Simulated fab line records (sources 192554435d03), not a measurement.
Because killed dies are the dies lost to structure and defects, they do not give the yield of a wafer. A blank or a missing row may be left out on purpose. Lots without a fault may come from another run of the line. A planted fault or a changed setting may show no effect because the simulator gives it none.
Split-lot experiment :: flow n5Finfet :: 39 wafers read from 7 lots, route of 1938 steps

== ON THE SPLIT ==
At N5_DUMMY_GATE_ETCH_32 (etches SiO2 in CF4, target depth 3.5 nm, time 3.9 s), the setting timeS was moved away from the recipe's 3.9 s on 12 of the 39 wafers read, by -19.4% to +11.6%. All remaining wafers had this setting at the recipe value.

The reading comes from the split's own step.

== THE READING ==
etch.depthNm (the simulator's own value, which no gauge read), in nm, at N5_DUMMY_GATE_ETCH_32 (etches SiO2 in CF4, target depth 3.5 nm, time 3.9 s). There is no usual value for it anywhere in the file. Here, 27 wafers ran the recipe; their average is 3.511 nm with a standard deviation of 0.07 nm.

wafer: L074.1
tool, chamber at the split: rieSi-06, 1
timeS as run, s: 3.9
against the recipe: recipe
etch.depthNm, nm: 3.515
against lot-mates on the recipe: -

wafer: L074.2
tool, chamber at the split: rieSi-06, 0
timeS as run, s: 3.9
against the recipe: recipe
etch.depthNm, nm: 3.57
against lot-mates on the recipe: -

wafer: L074.3
tool, chamber at the split: rieSi-06, 3
timeS as run, s: 3.9
against the recipe: recipe
etch.depthNm, nm: 3.42
against lot-mates on the recipe: -

wafer: L074.4
tool, chamber at the split: rieSi-06, 2
timeS as run, s: 3.9
against the recipe: recipe
etch.depthNm, nm: 3.435
against lot-mates on the recipe: -

wafer: L074.5
tool, chamber at the split: rieSi-06, 0
timeS as run, s: 3.9
against the recipe: recipe
etch.depthNm, nm: 3.562
against lot-mates on the recipe: -

wafer: L074.6
tool, chamber at the split: rieSi-06, 1
timeS as run, s: 3.9
against the recipe: recipe
etch.depthNm, nm: 3.514
against lot-mates on the recipe: -

wafer: L077.1
tool, chamber at the split: rieSi-01, 3
timeS as run, s: 3.415
against the recipe: -12.4%
etch.depthNm, nm: 3.011
against lot-mates on the recipe: -0.565

wafer: L077.2
tool, chamber at the split: rieSi-01, 1
timeS as run, s: 3.9
against the recipe: recipe
etch.depthNm, nm: 3.491
against lot-mates on the recipe: -

wafer: L077.3
tool, chamber at the split: rieSi-01, 0
timeS as run, s: 3.9
against the recipe: recipe
etch.depthNm, nm: 3.597
against lot-mates on the recipe: -

wafer: L077.4
tool, chamber at the split: rieSi-01, 2
timeS as run, s: 3.9
against the recipe: recipe
etch.depthNm, nm: 3.639
against lot-mates on the recipe: -

wafer: L077.5
tool, chamber at the split: rieSi-01, 2
timeS as run, s: 3.415
against the recipe: -12.4%
etch.depthNm, nm: 3.178
against lot-mates on the recipe: -0.398

wafer: L077.6
tool, chamber at the split: rieSi-01, 3
timeS as run, s: 3.415
against the recipe: -12.4%
etch.depthNm, nm: 3.032
against lot-mates on the recipe: -0.544

wafer: L078.1
tool, chamber at the split: rieSi-06, 1
timeS as run, s: 3.9
against the recipe: recipe
etch.depthNm, nm: 3.492
against lot-mates on the recipe: -

wafer: L078.2
tool, chamber at the split: rieSi-06, 2
timeS as run, s: 3.9
against the recipe: recipe
etch.depthNm, nm: 3.466
against lot-mates on the recipe: -

wafer: L078.3
tool, chamber at the split: rieSi-06, 3
timeS as run, s: 3.9
against the recipe: recipe
etch.depthNm, nm: 3.418
against lot-mates on the recipe: -

wafer: L079.1
tool, chamber at the split: rieSi-02, 0
timeS as run, s: 3.9
against the recipe: recipe
etch.depthNm, nm: 3.567
against lot-mates on the recipe: -

wafer: L079.2
tool, chamber at the split: rieSi-02, 3
timeS as run, s: 3.9
against the recipe: recipe
etch.depthNm, nm: 3.474
against lot-mates on the recipe: -

wafer: L079.3
tool, chamber at the split: rieSi-02, 2
timeS as run, s: 3.9
against the recipe: recipe
etch.depthNm, nm: 3.42
against lot-mates on the recipe: -

wafer: L079.4
tool, chamber at the split: rieSi-02, 1
timeS as run, s: 3.9
against the recipe: recipe
etch.depthNm, nm: 3.521
against lot-mates on the recipe: -

wafer: L079.5
tool, chamber at the split: rieSi-02, 1
timeS as run, s: 3.9
against the recipe: recipe
etch.depthNm, nm: 3.527
against lot-mates on the recipe: -

wafer: L079.6
tool, chamber at the split: rieSi-02, 0
timeS as run, s: 3.9
against the recipe: recipe
etch.depthNm, nm: 3.555
against lot-mates on the recipe: -

wafer: L084.1
tool, chamber at the split: rieSi-02, 3
timeS as run, s: 3.9
against the recipe: recipe
etch.depthNm, nm: 3.488
against lot-mates on the recipe: -

wafer: L084.2
tool, chamber at the split: rieSi-02, 1
timeS as run, s: 3.9
against the recipe: recipe
etch.depthNm, nm: 3.53
against lot-mates on the recipe: -

wafer: L084.3
tool, chamber at the split: rieSi-02, 0
timeS as run, s: 3.9
against the recipe: recipe
etch.depthNm, nm: 3.511
against lot-mates on the recipe: -

wafer: L084.4
tool, chamber at the split: rieSi-02, 2
timeS as run, s: 4.307
against the recipe: +10.4%
etch.depthNm, nm: 3.781
against lot-mates on the recipe: +0.271

wafer: L084.5
tool, chamber at the split: rieSi-02, 0
timeS as run, s: 4.307
against the recipe: +10.4%
etch.depthNm, nm: 3.915
against lot-mates on the recipe: +0.405

wafer: L084.6
tool, chamber at the split: rieSi-02, 1
timeS as run, s: 4.307
against the recipe: +10.4%
etch.depthNm, nm: 3.863
against lot-mates on the recipe: +0.353

wafer: L087.1
tool, chamber at the split: rieSi-01, 2
timeS as run, s: 3.9
against the recipe: recipe
etch.depthNm, nm: 3.658
against lot-mates on the recipe: -

wafer: L087.2
tool, chamber at the split: rieSi-01, 1
timeS as run, s: 3.9
against the recipe: recipe
etch.depthNm, nm: 3.429
against lot-mates on the recipe: -

wafer: L087.3
tool, chamber at the split: rieSi-01, 0
timeS as run, s: 3.143
against the recipe: -19.4%
etch.depthNm, nm: 2.876
against lot-mates on the recipe: -0.691

wafer: L087.4
tool, chamber at the split: rieSi-01, 3
timeS as run, s: 3.143
against the recipe: -19.4%
etch.depthNm, nm: 2.736
against lot-mates on the recipe: -0.831

wafer: L087.5
tool, chamber at the split: rieSi-01, 2
timeS as run, s: 3.9
against the recipe: recipe
etch.depthNm, nm: 3.614
against lot-mates on the recipe: -

wafer: L087.6
tool, chamber at the split: rieSi-01, 3
timeS as run, s: 3.143
against the recipe: -19.4%
etch.depthNm, nm: 2.727
against lot-mates on the recipe: -0.840

wafer: L092.1
tool, chamber at the split: rieSi-06, 0
timeS as run, s: 3.9
against the recipe: recipe
etch.depthNm, nm: 3.552
against lot-mates on the recipe: -

wafer: L092.2
tool, chamber at the split: rieSi-06, 1
timeS as run, s: 3.9
against the recipe: recipe
etch.depthNm, nm: 3.455
against lot-mates on the recipe: -

wafer: L092.3
tool, chamber at the split: rieSi-06, 2
timeS as run, s: 4.353
against the recipe: +11.6%
etch.depthNm, nm: 3.829
against lot-mates on the recipe: +0.366

wafer: L092.4
tool, chamber at the split: rieSi-06, 3
timeS as run, s: 3.9
against the recipe: recipe
etch.depthNm, nm: 3.382
against lot-mates on the recipe: -

wafer: L092.5
tool, chamber at the split: rieSi-06, 1
timeS as run, s: 4.353
against the recipe: +11.6%
etch.depthNm, nm: 3.905
against lot-mates on the recipe: +0.442

wafer: L092.6
tool, chamber at the split: rieSi-06, 2
timeS as run, s: 4.353
against the recipe: +11.6%
etch.depthNm, nm: 3.804
against lot-mates on the recipe: +0.341

THE FIT
A straight line over all 39 wafers: etch.depthNm changes by +0.0348 nm for each +1% of timeS; r = +0.97; the points scatter about the line by 0.073 nm.
The same after taking each lot's own level away (the mean of its wafers on the recipe; 39 wafers): +0.0379 nm for each +1%; r = +0.98; scatter 0.066 nm.
Per that fit: largest timeS move, reading shift of 0.74 nm.
The span of the lots' own levels, 3.4587 to 3.5757 nm, comes to 1.7 times the standard deviation stated above.
Hence the lot-to-lot level has little effect on the slope; both slopes agree.
Check: for one of the wafers moved furthest among these (-19.4%), held out of the fit, the line's prediction against its lot-mates is -0.764 nm. It came out at -0.691 nm against them.

== ADDITIONAL SPLITS CARRIED BY THESE WAFERS ==
Note: prior to the reading, these wafers also went through further splits. Each is held against what the fit with the lots' levels taken away leaves over:
other split on the same wafers: N5_FIN_SAQP_SPACER2_ALD_28 targetThkA
wafers away from the commonest value: 15
r with etch.depthNm (lot level and that fit taken away): -0.24

== THE FILE'S OWN FIT ==
etch.depthNm changes by +0.0381 nm for each +1% of timeS, r = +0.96.
